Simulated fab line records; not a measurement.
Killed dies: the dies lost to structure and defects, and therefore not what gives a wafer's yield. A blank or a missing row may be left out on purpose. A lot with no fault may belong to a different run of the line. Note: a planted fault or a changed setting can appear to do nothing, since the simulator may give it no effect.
Split-lot experiment	flow n5Finfet	route with 1938 steps; 7 lots, 21 wafers read

SPLIT DETAILS
At N5_BEOL_M3_ALD_98 (deposits SiO2, target thk 2.5 nm, pulse time 1 s, co reactant pulse time 1 s), the setting aldCycles was moved away from the recipe's 17 on 6 of the 21 wafers read, by -5.9% to +17.6%. This setting was run at the recipe's value on the other wafers.

The reading comes from the split's own step.

THE READING
SiO2_of_BEOL_M3_ALD_98.thkNm (the simulator's own value, which no gauge read), in nm, at N5_BEOL_M3_ALD_98 (deposits SiO2, target thk 2.5 nm, pulse time 1 s, co reactant pulse time 1 s). The file does not state a usual value for it. Average 2.5 nm, standard deviation 0.1 nm, over the 15 wafers here run with the recipe.

wafer	tool, chamber at the split	aldCycles as run	against the recipe	SiO2_of_BEOL_M3_ALD_98.thkNm, nm	against lot-mates on the recipe
L074.3	aldSin-03, 1	17	recipe	2.6	-
L074.4	aldSin-03, 0	16	-5.9%	2.4	-0.1
L074.6	aldSin-03, 1	17	recipe	2.4	-
L075.3	aldSin-04, 0	20	+17.6%	3	+0.6
L075.4	aldSin-04, 2	17	recipe	2.4	-
L075.6	aldSin-04, 2	17	recipe	2.4	-
L082.2	aldSin-03, 0	17	recipe	2.4	-
L082.3	aldSin-03, 3,1	17	recipe	2.6	-
L082.5	aldSin-03, 3,1	17	recipe	2.6	-
L083.1	aldSin-04, 3	17	recipe	2.6	-
L083.5	aldSin-04, 3,2	17	recipe	2.4	-
L083.6	aldSin-04, 3,2	17	recipe	2.4	-
L087.3	aldSin-04, 0,2	19	+11.8%	2.8	+0.4
L087.4	aldSin-04, 0,2	19	+11.8%	2.8	+0.4
L087.6	aldSin-04, 0	17	recipe	2.4	-
L091.2	aldSin-02, 0,2	16	-5.9%	2.4	-0.2
L091.4	aldSin-02, 0,2	16	-5.9%	2.4	-0.2
L091.6	aldSin-02, 2	17	recipe	2.6	-
L092.4	aldSin-02, 0,2,3	17	recipe	2.6	-
L092.5	aldSin-02, 0,2,3	17	recipe	2.6	-
L092.6	aldSin-02, 0,2,3	17	recipe	2.6	-
When a row names more than one chamber, that row covers several wafers, and the file does not tell which wafer ran in which chamber.

FIT RESULTS
A straight line over all 21 wafers: SiO2_of_BEOL_M3_ALD_98.thkNm changes by +0.025 nm for each +1% of aldCycles; r = +0.85; the points scatter about the line by 0.09 nm.
The same after taking each lot's own level away (the mean of its wafers on the recipe; 21 wafers): +0.0329 nm for each +1%; r = +0.95; scatter 0.066 nm.
Per that fit: largest aldCycles move, reading shift of 0.58 nm.
The lots' own levels span 2.40 to 2.60 nm, that is 2.0 times the standard deviation above.
Thus the slope moves with the lot-to-lot level: the two fits are different.
Check: with one of the wafers moved furthest among these (+17.6%) left out of the fit, the line predicts +0.577 nm for it against its lot-mates. Against them it came out at +0.6 nm.

THESE WAFERS: OTHER SPLITS
Before the reading, these wafers also passed through other splits. Each is held against what the fit with the lots' levels taken away leaves over:
other split on the same wafers	wafers away from the commonest value	r with SiO2_of_BEOL_M3_ALD_98.thkNm (lot level and that fit taken away)
N5_BEOL_M2_DESCUM_33 timeS	7	+0.02
N5_BEOL_M2_TRENCH_ETCH_37 sourceW	8	+0.19
N5_BEOL_M3_PECVD_72 tempC	8	-0.24
N5_BEOL_M3_EXPOSE_08 doseMj	3	-0.18

THE FILE'S OWN FIT
SiO2_of_BEOL_M3_ALD_98.thkNm changes by +0.0329 nm for each +1% of aldCycles, r = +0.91.
